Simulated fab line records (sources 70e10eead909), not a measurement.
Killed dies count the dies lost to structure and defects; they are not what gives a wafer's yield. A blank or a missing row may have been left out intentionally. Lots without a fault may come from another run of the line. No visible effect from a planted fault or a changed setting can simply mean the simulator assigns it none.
A lot that was struck, set against a sound lot || flow nand_harc || 14 out of 1159 route steps
Sound: wafers L865.1, L865.4, L865.5. Wafers struck: L881.2, L881.4, L881.6. Last of all comes the cause.
Order at every step that has rows: each side's tool, ch and its chambers, its first start. Under that, the readings that differ: sound wafers || struck wafers || difference of the means || sigmas: that difference in standard deviations of wafers without a fault.
alike: words and numbers the same on both sides, and readings whose means are apart by under 2 such deviations; not compared: readings that were withheld, readings missing a value for some wafer, numbers with overlapping values and no deviation given by the record, and bounds like >300 which may hide the same value.
The two part at a step that has a row with sigmas, a row that says differs or no value, or rows on one side only. Numbers that don't overlap but have no deviation are shown without sigmas and don't part them. Lack of a reading on every wafer of one side parts them only where that side has two or more wafers.

NHARC_P_M1_CD_MEAS_09: target cd 130 nm.
  sound on cd_sem-03 ch 0, day 6 02:58; struck on cd_sem-03 ch 0, day 10 04:53
  alike: cd_nm
NHARC_P_M1_OVL_MEAS_10: pitch 260 nm.
  struck on overlay-01, day 10 04:58; sound on overlay-02, day 6 03:03
  alike: overlay_x_nm, overlay_y_nm
NHARC_P_M1_INSPECT_11:
  struck on defect_inspect-01, day 10 05:01; sound on defect_inspect-01, day 6 03:05
  alike: raw_defect_count
then, 1 step without rows for these wafers: NHARC_P_M1_DESCUM_14 (chemistry O2, time 3 s).
NHARC_P_M1_ETCH_35: etches the open film in N2/H2, target depth 40 nm, overetch 12 nm, time 43.94 s.
  sound on rie_diel-08 ch 0,2,3, day 6 03:14; struck on rie_diel-09 ch 0,1, day 10 05:09
{"reading": "oes_product_au (a.u.)", "sound": "0.990 0.975 0.992", "struck": "1.010 1.018 1.009", "difference": "+0.027", "sigmas": "+4"}
{"reading": "throttle_valve_pct (%)", "sound": "14.149 14.156 14.160", "struck": "14.183 14.167 14.178", "difference": "+0.021", "sigmas": "+2"}
  alike: drypump_motor_current_A, rf_vpp_V, showerhead_plenum_p_Torr
  not compared: rf_hours_counter_h
then, 1 step without rows for these wafers: NHARC_P_M1_ETCH_15 (etches the open film in C4F8/Ar, target depth 182.5 nm, time 91.2 s).
NHARC_P_M1_CD_MEAS_16:
  struck on cd_sem-03, day 10 05:23; sound on cd_sem-03, day 6 03:27
  alike: cd_nm
NHARC_P_M1_STRIP_18: strips in N2/H2.
  sound on rie_diel-08 ch 1,3, day 6 03:34; struck on rie_diel-09 ch 1,2,3, day 10 05:27
{"reading": "drypump_motor_current_A (A)", "sound": "6.5 5.9 6.5", "struck": "5.4 5.8 4.7", "difference": -1.0, "sigmas": -2}
  alike: oes_product_au, rf_vpp_V, showerhead_plenum_p_Torr, throttle_valve_pct
  not compared: rf_hours_counter_h
NHARC_P_M1_ETCH_28: etches the open film in CF4/N2, target depth 30 nm, time 72.99 s.
  sound on rie_diel-08 ch 0,1,2; struck on rie_diel-09 ch 1,3
{"reading": "drypump_motor_current_A (A)", "sound": "6.3 6.5 6.4", "struck": "4.7 5.7 5.7", "difference": -1.0, "sigmas": -2}
{"reading": "rf_vpp_V (V)", "sound": "318.2 317.2 318.5", "struck": "313.8 310.9 311.9", "difference": -5.8, "sigmas": -4}
{"reading": "showerhead_plenum_p_Torr (Torr)", "sound": "2.83 2.74 2.81", "struck": "2.67 2.55 2.55", "difference": -0.20, "sigmas": -3}
  alike: oes_product_au, throttle_valve_pct
  not compared: rf_hours_counter_h
then, 2 steps without rows for these wafers: NHARC_P_M1_STRIP_19 (strips in post etch residue remover, time 600 s); NHARC_P_M1_DEGAS_29 (time 60 s).
NHARC_P_M1_PRE_CLEAN_30: time 30 s.
  sound on pvd_sputter-01; struck on pvd_sputter-03
  alike: heater_power_w
NHARC_P_M1_PVD_20: deposits TaN, target thk 5 nm, time 8.06 s.
  struck on pvd_sputter-03, day 10 06:13; sound on pvd_sputter-01, day 6 04:19
  no value came back on the struck wafers for bias_v (V), cathode_dc_power_W (W), throttle_valve_pct (%); on the sound wafers bias_v (V) reads 170.1 170.5 170.2
NHARC_P_M1_PVD_21: deposits Cu, target thk 30 nm, time 20.49 s.
  sound on pvd_sputter-01; struck on pvd_sputter-03
  alike: cathode_dc_power_W, chamber_pressure_pa, throttle_valve_pct

## WHERE THEY PART
Earliest at NHARC_P_M1_ETCH_35; latest, in this record, at NHARC_P_M1_PVD_20. Later steps at which nothing parts them and some readings are alike: NHARC_P_M1_PVD_21.

WHY: what the simulator had put in
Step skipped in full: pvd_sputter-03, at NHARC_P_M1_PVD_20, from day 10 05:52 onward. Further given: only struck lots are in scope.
